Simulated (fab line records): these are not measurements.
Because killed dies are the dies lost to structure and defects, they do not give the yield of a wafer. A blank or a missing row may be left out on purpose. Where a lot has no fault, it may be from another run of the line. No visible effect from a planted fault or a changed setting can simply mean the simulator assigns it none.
Matching of chambers | flow nand-harc | NHARC_P_CONTACT_DESCUM_17 on rie-diel-03 has 4 sister chambers
The step chemistry O2, time 3 s. 8 wafers are shown with their chamber, then 8 later ones without.

## WAFERS PAIRED WITH THEIR CHAMBERS
wafer  | chamber | oes-product-au (a.u.) | rf-vpp-V (V)
L078.1 | 1       | 1.030                 | 57.4
L079.6 | 3       | 1.003                 | 58.3
L081.3 | 2       | 1.002                 | 56.9
L081.6 | 0       | 1.004                 | 58.6
L085.1 | 1       | 1.005                 | 58.4
L085.2 | 2       | 0.991                 | 58.6
L085.3 | 3       | 1.002                 | 57.3
L087.1 | 0       | 0.988                 | 55.2

## WAFERS MISSING THEIR CHAMBER
wafer  | oes-product-au (a.u.) | rf-vpp-V (V)
L087.2 | 1.004                 | 57.8
L087.6 | 0.999                 | 57.6
L089.1 | 1.002                 | 57.5
L089.3 | 1.000                 | 57.1
L089.6 | 1.004                 | 57.4
L097.2 | 0.988                 | 57.0
L097.3 | 1.006                 | 56.4
L097.6 | 1.019                 | 57.0

## THE CHAMBER EACH PASSED THROUGH
wafer  | from the rows above               | in truth
L087.2 | can't be placed: 3 or 2 or 0 or 1 | 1
L087.6 | can't be placed: 2 or 3 or 0 or 1 | 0
L089.1 | can't be placed: 3 or 2 or 0 or 1 | 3
L089.3 | can't be placed: 0 or 3 or 2 or 1 | 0
L089.6 | can't be placed: 3 or 2 or 0 or 1 | 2
L097.2 | can't be placed: 0 or 2 or 3 or 1 | 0
L097.3 | can't be placed: 0 or 3 or 2 or 1 | 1
L097.6 | can't be placed: 1 or 3 or 0 or 2 | 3
Placed correctly: 0 of 8. Not placeable from these rows: 8 (in 8, the candidates include the true chamber). 0 placed wrongly.
How it was worked out, from the rows above alone: a wafer's distance from a chamber is the root of the sum, over the readings, of the square of ((its reading less the chamber's mean) divided by the reading's scatter). The wafer belongs to the nearest chamber; if the next one is less than 2 further off, it can't be placed. A chamber's mean is the mean of its shown wafers. How the scatter is found: for the shown wafers, subtract from each reading the mean of its chamber, square and add these, divide the total by (wafers less chambers), then take the root.
